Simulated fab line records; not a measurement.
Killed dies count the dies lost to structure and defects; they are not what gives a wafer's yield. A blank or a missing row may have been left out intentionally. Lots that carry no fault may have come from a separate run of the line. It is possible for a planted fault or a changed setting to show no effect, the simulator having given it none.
Struck lot and sound lot, side by side	flow n5Finfet	15 steps out of a route of 1938
Sound: the wafers L235.1, L235.3, L235.5. Struck: wafer L247.5 (left out: L247.3, L247.4 of the same lot, which were not struck); the cause appears at the end.
For every step that has rows: the tool of each side, followed by ch and its chambers, followed by its first start. Under that, the readings that differ: sound wafers	struck wafers	difference of the means	sigmas: that difference in standard deviations of wafers without a fault.
alike: readings with means less than 2 such deviations apart, plus words and numbers identical on both sides. not compared: withheld readings, readings lacking a value on some wafer, bounds such as >300 that could conceal the same value, and numbers that have no deviation in the record and whose values overlap.
Wherever a step has rows on one side only, a row that says differs or no value, or a row with sigmas, the two part there. Non-overlapping numbers with no deviation appear without sigmas and do not part them. A reading missing from all wafers of one side parts the sides only when that side holds two or more wafers.

first, 7 steps without rows for these wafers: N5_BEOL_M8_COAT_71 (time 60 s, resist thk 5 nm); N5_BEOL_M8_COAT_22 (resist thk 30 nm); N5_BEOL_M8_EBR_24; N5_BEOL_M8_SOFTBAKE_23 (time 60 s); N5_BEOL_M8_EXPOSE_25 (exposes mask V7, target cd 40 nm); N5_BEOL_M8_PEB_26 (peb time 60 s); N5_BEOL_M8_DEVELOP_27 (develop time 30 s).
N5_BEOL_M8_CD_MEAS_28 targets a cd of 40 nm.
  sound on cdSem-01 ch 0, day 9 20:31; struck on cdSem-03 ch 0, day 13 22:10
  alike: cdNm
N5_BEOL_M8_OVL_MEAS_29:
  sound on overlay-02 ch 0, day 9 20:32; struck on overlay-02 ch 0, day 13 22:12
  alike: V7_OVL
N5_BEOL_M8_INSPECT_30: inspects for defects (brightfield).
  sound: defectInspect-02 at day 9 20:36; struck: defectInspect-01 at day 13 22:15
  alike: rawDefectCount
N5_BEOL_M8_DESCUM_33: chemistry O2, time 7 s.
  sound on rieDiel-01 ch 1,3, day 9 20:38; struck on rieDiel-01 ch 3, day 13 22:17
reading	sound	struck	difference	sigmas
oesProductAu (a.u.)	0.72 0.80 0.71	0.94	+0.20	+2
  alike: drypumpMotorCurrentA, rfVppV, showerheadPlenumPTorr, throttleValvePct
  not compared: rfHoursCounterH
N5_BEOL_M8_ETCH_72: etches underlayer in N2/H2, target depth 6.5 nm, time 5.2 s.
  sound on rieDiel-01 ch 1,3, day 9 20:40; struck on rieDiel-01 ch 3, day 13 22:19
reading	sound	struck	difference	sigmas
oesProductAu (a.u.)	0.59 0.68 0.59	0.79	+0.17	+2
  alike: drypumpMotorCurrentA, etchRfOnTimeS, rfFwdPowerW, rfVppV, showerheadPlenumPTorr, throttleValvePct
  not compared: rfHoursCounterH
N5_BEOL_M8_ETCH_65: etches SiARC in CF4, target depth 15.6 nm, time 26 s.
  sound on rieDiel-01 ch 1,3, day 9 20:41; struck on rieDiel-01 ch 3, day 13 22:20
reading	sound	struck	difference	sigmas
etchRfOnTimeS (s)	26.7 25.0 26.6	33.5	+7.4	+13
rfFwdPowerW (W)	535.3 530.6 535.9	404.2	-129.7	-65
rfVppV (V)	185.7 184.7 183.6	203.5	+18.8	+20
  alike: drypumpMotorCurrentA, oesProductAu, showerheadPlenumPTorr, throttleValvePct
  not compared: rfHoursCounterH
N5_BEOL_M8_ETCH_66: etches SOC in N2/H2, target depth 80 nm, overetch 16 nm, time 120 s.
  sound on rieDiel-01 ch 1,3, day 9 20:43; struck on rieDiel-01 ch 3, day 13 22:22
reading	sound	struck	difference	sigmas
oesProductAu (a.u.)	0.55 0.60 0.55	0.71	+0.14	+2
  alike: drypumpMotorCurrentA, rfFwdPowerW, rfVppV, showerheadPlenumPTorr, throttleValvePct
  not compared: rfHoursCounterH
next, for these wafers, 1 step has no rows: N5_PASSIVATION_PROBE_49.

WHERE THEY PART
First at N5_BEOL_M8_DESCUM_33; last, within this record, at N5_BEOL_M8_ETCH_66.

WHY: what the simulator had put in
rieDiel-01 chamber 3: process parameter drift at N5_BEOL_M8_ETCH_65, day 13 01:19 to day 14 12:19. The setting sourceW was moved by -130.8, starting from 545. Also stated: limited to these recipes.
